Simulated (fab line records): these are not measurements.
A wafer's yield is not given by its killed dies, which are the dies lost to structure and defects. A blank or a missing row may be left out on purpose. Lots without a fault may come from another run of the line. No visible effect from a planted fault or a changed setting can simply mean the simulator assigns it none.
fab line records	flow n5-finfet
[record] lots = 5	wafers = 13	last-day = 18
route steps=1938 shown BEOL_M2@919 BEOL_M3@931 BEOL_M4@1111 PASSIVATION@1936
lots that met no fault: taken from a fault-free run of the same line
start-h: the number of hours between the record's first day and the start of the first shown wafer of the lot	wait-h: time in hours since the lot's previous step	" as in the row above	L1.1+2: a row that stands for several wafers	- no value, or no start given	* or withheld: withheld	< > ~ a bound
route shown NAME@n: NAME is a module with steps in the file, n the number in the route of the first one	usual: the fault-free wafers' mean and standard deviation	same: alike in all rows	chamber/n: place in a boat	sites: each site's reading	_std_site: the values' standard deviation	_edge_site: the outer-site mean with the inner-site mean subtracted	radius-mm: for every site, how far away it sits from the centre of the wafer	mask NAME#n: copy n	behind: the tool/chamber that last shaped the wafer	hold: why the lot went on hold/how many hours it stayed there/how the hold came to an end	device: the transistor (n, p or np) that didn't switch	end of line: at the end of the route, the tests of the same wafers	a step without rows: its recipe alone	killed: at the first sort, the dies lost to defects and structure; wafer yield is something else	map: dies across one wafer; x = killed, . = not, _ = none there
set.NAME: the setting that was run; set.NAME@STEP: the one run at that earlier step	model.NAME: the simulator's own value behind a step, which no gauge read
lots seen at some steps along the route; tables by step, rows by wafer
services: when a tool's chamber went out of use (start-h, in hours from the record's first day, below 0 if earlier), for how many hours, and the reason
[[steps]]
[step N5_BEOL_M2_ANNEAL_95]
[recipe] temp-c = 400	time-s = 240	ambient = vacuum
[step N5_BEOL_M2_SPUTTER_96]
[recipe] material = Cu	target-thk-a = 45	temp-c = -20	chamber-pressure-pa = 0.07	power-w = withheld	time-s = 8.29
[step N5_BEOL_M2_ECD_50]
[recipe] material = Cu	target-thk-a = 3000
[step N5_BEOL_M2_ANNEAL_51]
[recipe] temp-c = 225	time-s = 90	ambient = N2
[step N5_BEOL_M2_CMP_52]
[recipe] stop-on = SiOC	t-overpolish-s = 6.8	down-force-psi = 1	platen-rpm = 50	clearing-platen-down-force-psi = 1.5	clearing-platen-rpm = 50	post-cmp-clean = cu-alkaline	target-thk-nm = 40	clearing-platen-pad-velocity-m-s = 0.99484	pad-velocity-m-s = 0.99484
[step N5_BEOL_M2_PRE_CLEAN_60]
[recipe] gas = NH3/H2	time-s = 15	temp-c = *	rf-power-w = 300
[step N5_BEOL_M2_CO_CAP_55]
[recipe] material = Co	target-thk-a = 20	temp-c = 200	precursor = CCTBA/H2	pressure-torr = 30	time-s = 102.1
[step N5_BEOL_M2_PRE_CLEAN_56]
[recipe] gas = NH3	time-s = 15	temp-c = withheld	rf-power-w = 300
[step N5_BEOL_M2_DEP_57]
[recipe] material = SiCN	target-thk-a = 80	temp-c = withheld	precursor = 3MS/NH3	pressure-torr = 3	rf-w = 202	time-s = 14
[step N5_BEOL_M3_ILD_DEP_00]
[recipe] material = SiOC	target-thk-a = 790	temp-c = 350	precursor = DEMS/O2	pressure-torr = 5	rf-w = 500	time-s = 15.3
[usual] heater-power-w = 509/110	showerhead-plenum-p-Torr = 5.698/0.014	throttle-valve-pct = 12.0/0.45
lot.wafer	tool	chamber	start-h	wait-h	heater-power-w	showerhead-plenum-p-Torr	throttle-valve-pct	model.SiOC_of_BEOL_M3_ILD_DEP_00.thk-nm
L598.1	pecvd-02	1	162.48	0.0	731	5.699	11.0	77.8
L598.2	"	0	"	"	592	5.688	12.5	77.8
L598.4	"	0	"	"	568	5.704	12.5	121.8
L599.4	pecvd-02	0	180.59	0.1	629	5.692	12.5	121.2
L599.5	"	1	"	"	661	5.700	11.6	78
L600.5	pecvd-02	2	192.48	0.1	480	5.707	12.5	79.8
L600.6	"	0	"	"	673	5.699	12.3	122.4
L609.1	pecvd-03	2	246.91	0.0	337	5.673	11.5	77.6
L609.2	"	0	"	"	520	5.725	12.1	77.6
L609.4	"	0	"	"	511	5.719	12.2	78.2
L616.1	pecvd-02	0	279.99	0.0	678	5.673	12.3	78.4
L616.2	"	2	"	"	471	5.706	12.3	78
L616.4	"	0	"	"	694	5.690	12.5	79.6
[step N5_BEOL_M3_THK_MEAS_01]
[recipe] reads = SiOC_of_BEOL_M3_ILD_DEP_00
[usual] M3_ILD_THK = 78.9/0.97
lot.wafer	tool	chamber	start-h	wait-h	M3_ILD_THK[nm]
L598.1	film-metro-01	-	162.55	0.0	77.8
L598.2	"	-	"	"	77.8
L598.4	"	-	"	"	121.7
L599.4	film-metro-01	-	180.64	0.0	121.3
L599.5	"	-	"	"	78.1
L600.5	film-metro-02	-	192.54	0.0	79.7
L600.6	"	-	"	"	122.4
L609.1	film-metro-01	-	246.98	0.0	77.6
L609.2	"	-	"	"	77.5
L609.4	"	-	"	"	78.1
L616.1	film-metro-01	-	280.06	0.0	78.3
L616.2	"	-	"	"	78.0
L616.4	"	-	"	"	79.6
[step N5_BEOL_M3_PECVD_72]
[recipe] material = SiO2	target-thk-a = 160	temp-c = 400	precursor = TEOS/O2	pressure-torr = 5.5	rf-w = 450	teos-flow-sccm = 53.8	gas = O2	flow-sccm = 3000	time-s = 18
[step N5_BEOL_M3_HM_DEP_02]
[recipe] material = TiN	target-thk-a = 200	temp-c = 25	chamber-pressure-pa = 0.49996
[step N5_BEOL_M3_COAT_61]
[recipe] resist = SOC	temp-c = 250	time-s = 60	spin-rpm = 1500	resist-thk-nm = 60
[step N5_BEOL_M3_COAT_62]
[recipe] resist = SiARC	temp-c = 220	time-s = 60	spin-rpm = 1500	resist-thk-nm = 12
[step N5_BEOL_M3_COAT_73]
[recipe] resist = underlayer	temp-c = 205	time-s = 60	spin-rpm = 1500	resist-thk-nm = 5
[step N5_BEOL_M3_COAT_05]
[recipe] resist = CAR-EUV	spin-rpm = 1500	resist-thk-nm = 30
[step N5_BEOL_M3_EBR_07]
[recipe] solvent = PGMEA	ebr-width-mm = 1.5
[step N5_BEOL_M3_SOFTBAKE_06]
[recipe] temp-c = 110	time-s = 60	resist = CAR-EUV
[step N5_BEOL_M3_EXPOSE_08]
[recipe] mask-id = M3	na = 0.33	source-shape = dipole	sigma-inner = 0.369	sigma-outer = 0.767	polarization = unpolarized	dose-mj = 33
[step N5_BEOL_M3_PEB_09]
[recipe] peb-temp-c = 100	peb-time-s = 60	resist = CAR-EUV
[step N5_BEOL_M3_DEVELOP_10]
[recipe] develop-time-s = 30	developer = TMAH	resist = CAR-EUV	rinse-liquid = surfactant-rinse	dry = air-spin	dev-temp-c = 23
[step N5_BEOL_M3_DESCUM_16]
[recipe] chemistry = O2	time-s = 7	source-power-w = 50	bias-power-w = 20	pressure-mtorr = 20	rf-frequency-hz = 2.712e+07	temp-c = 40	resist = CAR-EUV	o2-flow-sccm = 225
[step N5_BEOL_M3_ETCH_74]
[recipe] chemistry = N2/H2	target = underlayer	target-depth-a = 65	mask-material = CAR-EUV	time-s = 5.2	ion-energy-ev = 200	pressure-mtorr = 30	source-w = 840	bias-w = 150	n2-flow-sccm = 200	h2-flow-sccm = 200	ends = cleared
[step N5_BEOL_M3_ETCH_63]
[recipe] chemistry = CF4	target = SiARC	target-depth-a = 156	mask-material = CAR-EUV	time-s = 26	ion-energy-ev = 80	pressure-mtorr = 40	source-w = 545	bias-w = 36	Ar_flow_sccm = 100	cf4-flow-sccm = 100	ends = cleared
[step N5_BEOL_M3_ETCH_64]
[recipe] chemistry = N2/H2	target = SOC	target-depth-a = 750	overetch-a = 150	mask-material = SiARC	temp-c = 40	time-s = 112.5	ion-energy-ev = 200	pressure-mtorr = 30	source-w = 840	bias-w = 150	n2-flow-sccm = 200	h2-flow-sccm = 200
[step N5_BEOL_M3_STRIP_65]
[recipe] chemistry = N2/H2	temp-c = 40	n2-flow-sccm = 200	h2-flow-sccm = 200	rf-frequency-hz = 6e+07
[step N5_BEOL_M3_STRIP_75]
[recipe] chemistry = N2/H2	temp-c = 40	n2-flow-sccm = 200	h2-flow-sccm = 200	rf-frequency-hz = 6e+07
[step N5_BEOL_M3_STRIP_66]
[recipe] chemistry = CF4	resist = SiARC	power-w = 300	bias-power-w = 75	pressure-mtorr = 50	cf4-flow-sccm = 150	rf-frequency-hz = 6e+07
[step N5_BEOL_M3_HM_OPEN_17]
[recipe] chemistry = Cl2/BCl3	target-depth-a = 200	overetch-a = 60	target = TiN	mask-material = SOC	ion-energy-ev = 150	pressure-mtorr = 10	icp-w = 1000	bias-w = 126	Cl2_flow_sccm = 53.25	bcl3-flow-sccm = 21.75	Ar_flow_sccm = 25
[step N5_BEOL_M3_STRIP_19]
[recipe] chemistry = O2	power-w = 400	temp-c = 40	pressure-mtorr = 30	rf-frequency-hz = 6e+07	bias-power-w = 0	overash-fraction = 0.2	o2-flow-sccm = 225
[step N5_BEOL_M3_COAT_67]
[recipe] resist = SOC	temp-c = 250	time-s = 60	spin-rpm = 1500	resist-thk-nm = 60
[step N5_BEOL_M3_COAT_68]
[recipe] resist = SiARC	temp-c = 220	time-s = 60	spin-rpm = 1500	resist-thk-nm = 12
[step N5_BEOL_M3_COAT_76]
[recipe] resist = underlayer	temp-c = 205	time-s = 60	spin-rpm = 1500	resist-thk-nm = 5
[step N5_BEOL_M3_COAT_22]
[recipe] resist = CAR-EUV	spin-rpm = 1500	resist-thk-nm = 30
[step N5_BEOL_M3_CMP_52]
[recipe] stop-on = SiOC	t-overpolish-s = 6.8	down-force-psi = 1	platen-rpm = 50	clearing-platen-down-force-psi = 1.5	clearing-platen-rpm = 50	post-cmp-clean = cu-alkaline	target-thk-nm = 40	clearing-platen-pad-velocity-m-s = 0.99484	pad-velocity-m-s = 0.99484
[usual] motor-current-A = 5.9/0.78
lot.wafer	tool	chamber	start-h	wait-h	motor-current-A	model.Cu_of_BEOL_M3_ECD_50.thk-nm	model.SiOC_of_BEOL_M3_ILD_DEP_00.thk-nm
L598.2	cmp-01	2	170.61	0.5	6.4	37.2	74.8
L598.4	"	3	"	"	6.6	82	118.8
L598.1	"	1	"	"	5.9	38.8	74.8
L599.4	cmp-03	3	189.81	0.2	4.8	81	118.2
L599.5	"	2	"	"	7.5	38	75
L600.6	cmp-03	3	204.71	0.2	4.9	83.6	119.4
L600.5	"	0	"	"	6.5	40.2	76.8
L609.4	cmp-03	3	258.27	0.3	4.9	40.6	75.2
L609.2	"	0	"	"	6.7	40.4	74.6
L609.1	"	1	"	"	5.5	41.6	74.6
L616.2	cmp-02	3	293.32	0.2	5.5	39.4	75
L616.1	"	0	"	"	5.6	40.2	75.4
L616.4	"	2	"	"	5.4	41.6	76.6
[step N5_BEOL_M4_RC_MEAS_101]
[usual] DIBL_N = 35.8/1.8	DIBL_P = 35.9/2.2	IOFF_N = 0.16/0.035	IOFF_P = 0.21/0.04	ION_N = 672/11	ION_P = 461/7.4	SS_N = 71.4/0.64	SS_P = 73.2/0.67	VT_N = 250/3.5	VT_P = -251/3.4
lot.wafer	tool	chamber	start-h	wait-h	DIBL_N[mV/V]	DIBL_P[mV/V]	IOFF_N[nA/um]	IOFF_P[nA/um]	ION_N[uA/um]	ION_P[uA/um]	SS_N[mV/dec]	SS_P[mV/dec]	VT_N[mV]	VT_P[mV]
L598.1	prober-02	0	188.33	0.0	34.7	35.5	0.14	0.21	660	466	71.8	73.4	251	-248
L598.2	"	0	"	"	35.2	37.2	0.17	0.23	679	472	71.8	73.9	250	-249
L599.5	prober-01	0	201.13	0.6	33.7	33.1	0.12	0.16	644	446	71.0	72.1	255	-252
L600.5	prober-01	0	217.45	0.6	32.6	33.9	0.10	0.14	654	451	70.8	71.8	254	-256
L609.1	prober-02	0	277.06	0.0	36.2	35.9	0.17	0.25	686	473	71.5	72.7	247	-246
L609.2	"	0	"	"	38.5	39.0	0.22	0.31	691	479	71.3	74.1	244	-243
L609.4	"	0	"	"	36.6	37.0	0.18	0.28	687	475	71.2	73.1	246	-245
L616.1	prober-02	0	308.84	0.0	37.2	35.6	0.16	0.21	680	468	71.4	72.7	250	-251
L616.2	"	0	"	"	34.5	31.9	0.12	0.17	660	462	71.7	72.6	254	-253
L616.4	"	0	"	"	35.4	33.2	0.13	0.18	665	455	71.1	73.0	253	-253
[step N5_PASSIVATION_PROBE_49]
[usual] defect-limited-yield = 91.0/1.5	killed_at_M0_to_M3 = 34/9.1	killed_at_M4_up = 14/5.7	killed-at-contacts = 13/5.7	killed-at-front-end = 42/12	killed-at-other = 4/3.4	killed-dies = 106/17	killed-on-rim = 14/4.3	killed-open = 70/13	killed-short = 34/7.5	sort_bin_5_function = 5.2/0.94	sort_bin_6_memory = 3.4/0.69	sort-n-pass = 1074/17	sort-yield-pct = 91.0/1.5
[same] gross-dies = 1180	killed-at-back-side = 0	sort_bin_4_leakage[%] = 0	sort_bin_8_speed[%] = 0
lot.wafer	tool	chamber	start-h	wait-h	defect-limited-yield[%]	killed_at_M0_to_M3	killed_at_M4_up	killed-at-contacts	killed-at-front-end	killed-at-other	killed-dies	killed-on-rim	killed-open	killed-short	sort_bin_5_function[%]	sort_bin_6_memory[%]	sort-n-pass	sort-yield-pct[%]
L598.4	prober-02	-	295.11	0.2	0	1095	19	16	45	5	1180	152	75	48	96.5	3.3	0	0
L599.4	prober-01	-	299.65	0.2	0	1100	16	16	44	4	1180	152	84	38	95.4	4.2	0	0
L600.6	prober-01	-	323.14	0.3	0	1107	11	12	46	4	1180	152	62	41	95.8	4.0	0	0
// killed by level:class
L598.4 BEOL_M3:area-dep=1057 BEOL_M0_SAQP:geometric-particle:open=13 MOL_CONTACT_COAG:geometric-particle:open=13 BEOL_M0_SAQP:geometric-particle:short=11 FIN_SAQP:geometric-particle:short=9 BEOL_M5:geometric-particle:open=8 FIN_SAQP:geometric-particle:open=7 GATE_CUT:geometric-particle:open=7
L599.4 BEOL_M3:area-dep=1057 MOL_CONTACT_COAG:geometric-particle:open=15 FIN_SAQP:geometric-particle:short=12 BEOL_M1:geometric-particle:open=11 BEOL_M3:geometric-particle:open=10 FIN_SAQP:geometric-particle:open=9 BEOL_M0_SAQP:geometric-particle:open=8 DUMMY_GATE:geometric-particle:open=5
L600.6 BEOL_M3:area-dep=1074 BEOL_M2:geometric-particle:open=12 STI_FIN_REVEAL:geometric-particle:open=9 MOL_CONTACT_COAG:geometric-particle:open=9 GATE_CUT:geometric-particle:short=8 FIN_SAQP:geometric-particle:open=7 BEOL_M4:geometric-particle:open=6 BEOL_M1:geometric-particle:short=6
// map L598.4 (x killed, . not)
_________________xxxxxxxxxxxx________________
______________xxxxxxxxxxxxxxxxxx_____________
___________xxxxxxxxxxxxxxxxxxxxxxxx__________
__________xxxxxxxxxxxxxxxxxxxxxxxxxx_________
________xxxxxxxxxxxxxxxxxxxxxxxxxxxxxx_______
_______xxxxxxxxxxxxxxxxxxxxxxxxxxxxxxxx______
______xxxxxxxxxxxxxxxxxxxxxxxxxxxxxxxxxx_____
_____xxxxxxxxxxxxxxxxxxxxxxxxxxxxxxxxxxxx____
____xxxxxxxxxxxxxxxxxxxxxxxxxxxxxxxxxxxxxx___
___xxxxxxxxxxxxxxxxxxxxxxxxxxxxxxxxxxxxxxxx__
___xxxxxxxxxxxxxxxxxxxxxxxxxxxxxxxxxxxxxxxx__
__xxxxxxxxxxxxxxxxxxxxxxxxxxxxxxxxxxxxxxxxxx_
__xxxxxxxxxxxxxxxxxxxxxxxxxxxxxxxxxxxxxxxxxx_
_xxxxxxxxxxxxxxxxxxxxxxxxxxxxxxxxxxxxxxxxxxxx
_xxxxxxxxxxxxxxxxxxxxxxxxxxxxxxxxxxxxxxxxxxxx
_xxxxxxxxxxxxxxxxxxxxxxxxxxxxxxxxxxxxxxxxxxxx
_xxxxxxxxxxxxxxxxxxxxxxxxxxxxxxxxxxxxxxxxxxxx
_xxxxxxxxxxxxxxxxxxxxxxxxxxxxxxxxxxxxxxxxxxxx
_xxxxxxxxxxxxxxxxxxxxxxxxxxxxxxxxxxxxxxxxxxxx
_xxxxxxxxxxxxxxxxxxxxxxxxxxxxxxxxxxxxxxxxxxxx
_xxxxxxxxxxxxxxxxxxxxxxxxxxxxxxxxxxxxxxxxxxxx
__xxxxxxxxxxxxxxxxxxxxxxxxxxxxxxxxxxxxxxxxxx_
__xxxxxxxxxxxxxxxxxxxxxxxxxxxxxxxxxxxxxxxxxx_
___xxxxxxxxxxxxxxxxxxxxxxxxxxxxxxxxxxxxxxxx__
___xxxxxxxxxxxxxxxxxxxxxxxxxxxxxxxxxxxxxxxx__
____xxxxxxxxxxxxxxxxxxxxxxxxxxxxxxxxxxxxxx___
_____xxxxxxxxxxxxxxxxxxxxxxxxxxxxxxxxxxxx____
______xxxxxxxxxxxxxxxxxxxxxxxxxxxxxxxxxx_____
_______xxxxxxxxxxxxxxxxxxxxxxxxxxxxxxxx______
________xxxxxxxxxxxxxxxxxxxxxxxxxxxxxx_______
__________xxxxxxxxxxxxxxxxxxxxxxxxxx_________
___________xxxxxxxxxxxxxxxxxxxxxxxx__________
______________xxxxxxxxxxxxxxxxxx_____________
_________________xxxxxxxxxxxx________________
// map L599.4 (x killed, . not)
_________________xxxxxxxxxxxx________________
______________xxxxxxxxxxxxxxxxxx_____________
___________xxxxxxxxxxxxxxxxxxxxxxxx__________
__________xxxxxxxxxxxxxxxxxxxxxxxxxx_________
________xxxxxxxxxxxxxxxxxxxxxxxxxxxxxx_______
_______xxxxxxxxxxxxxxxxxxxxxxxxxxxxxxxx______
______xxxxxxxxxxxxxxxxxxxxxxxxxxxxxxxxxx_____
_____xxxxxxxxxxxxxxxxxxxxxxxxxxxxxxxxxxxx____
____xxxxxxxxxxxxxxxxxxxxxxxxxxxxxxxxxxxxxx___
___xxxxxxxxxxxxxxxxxxxxxxxxxxxxxxxxxxxxxxxx__
___xxxxxxxxxxxxxxxxxxxxxxxxxxxxxxxxxxxxxxxx__
__xxxxxxxxxxxxxxxxxxxxxxxxxxxxxxxxxxxxxxxxxx_
__xxxxxxxxxxxxxxxxxxxxxxxxxxxxxxxxxxxxxxxxxx_
_xxxxxxxxxxxxxxxxxxxxxxxxxxxxxxxxxxxxxxxxxxxx
_xxxxxxxxxxxxxxxxxxxxxxxxxxxxxxxxxxxxxxxxxxxx
_xxxxxxxxxxxxxxxxxxxxxxxxxxxxxxxxxxxxxxxxxxxx
_xxxxxxxxxxxxxxxxxxxxxxxxxxxxxxxxxxxxxxxxxxxx
_xxxxxxxxxxxxxxxxxxxxxxxxxxxxxxxxxxxxxxxxxxxx
_xxxxxxxxxxxxxxxxxxxxxxxxxxxxxxxxxxxxxxxxxxxx
_xxxxxxxxxxxxxxxxxxxxxxxxxxxxxxxxxxxxxxxxxxxx
_xxxxxxxxxxxxxxxxxxxxxxxxxxxxxxxxxxxxxxxxxxxx
__xxxxxxxxxxxxxxxxxxxxxxxxxxxxxxxxxxxxxxxxxx_
__xxxxxxxxxxxxxxxxxxxxxxxxxxxxxxxxxxxxxxxxxx_
___xxxxxxxxxxxxxxxxxxxxxxxxxxxxxxxxxxxxxxxx__
___xxxxxxxxxxxxxxxxxxxxxxxxxxxxxxxxxxxxxxxx__
____xxxxxxxxxxxxxxxxxxxxxxxxxxxxxxxxxxxxxx___
_____xxxxxxxxxxxxxxxxxxxxxxxxxxxxxxxxxxxx____
______xxxxxxxxxxxxxxxxxxxxxxxxxxxxxxxxxx_____
_______xxxxxxxxxxxxxxxxxxxxxxxxxxxxxxxx______
________xxxxxxxxxxxxxxxxxxxxxxxxxxxxxx_______
__________xxxxxxxxxxxxxxxxxxxxxxxxxx_________
___________xxxxxxxxxxxxxxxxxxxxxxxx__________
______________xxxxxxxxxxxxxxxxxx_____________
_________________xxxxxxxxxxxx________________
[[services]]
tool	chamber	start-h	hours	kind
pecvd-02	2	151.94	5.0	scheduled-down
pecvd-02	-	172.67	1.9	repair
cmp-01	-	173.70	4.0	pm
cmp-01	-	177.70	-	consumable-replace:conditioner
cmp-01	-	177.70	-	consumable-replace:pad
cmp-02	-	185.54	19.4	pm
pecvd-02	0	186.88	2.1	scheduled-down
cmp-01	-	190.44	1.3	repair
cmp-03	-	204.80	1.4	repair
pecvd-03	2	207.63	5.5	scheduled-down
pecvd-02	-	217.46	14.6	pm
cmp-02	-	235.24	0.5	repair
cmp-01	-	255.04	5.6	pm
pecvd-03	-	261.81	1.5	repair
cmp-01	-	262.95	15.5	pm
cmp-02	-	282.73	4.0	pm
cmp-02	-	286.73	-	consumable-replace:conditioner
cmp-02	-	286.73	-	consumable-replace:pad
[[key]]
[first-sign] step = N5_BEOL_M3_THK_MEAS_01	reading = M3_ILD_THK	direction = up	sigmas = 44	usual = 78.9	struck = 121.8
[effect] step = N5_PASSIVATION_PROBE_49	reading = killed_at_M0_to_M3	direction = up	sigmas = 99+	usual = 34	struck = 1101
[model-effect] step = N5_BEOL_M3_ILD_DEP_00	value = SiOC_of_BEOL_M3_ILD_DEP_00.thk-nm	without = 79.4	struck = 121.8
[model-effect] step = N5_BEOL_M3_CMP_52	value = Cu_of_BEOL_M3_ECD_50.thk-nm	without = 39.73	struck = 82.2
[more-kills-born-at] N5_BEOL_M3_ILD_DEP_00@pecvd-02 = 3188
met-at N5_BEOL_M3_ILD_DEP_00
struck-wafers L598.4,L599.4,L600.6
later-rows-left-out L598.4,L599.4,L600.6
[fault] kind = process-parameter-drift	tool = pecvd-02	chamber = -	onset-h = 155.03	steps = N5_BEOL_M3_ILD_DEP_00	channel = time-s	offset = *	shape = step	end-h = 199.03	scope = struck-wafers-only	acts-in = *	stated = *
// later-rows-left-out: the simulator's readings of these wafers behind a module that went badly wrong aren't trusted and aren't shown, but for the sort
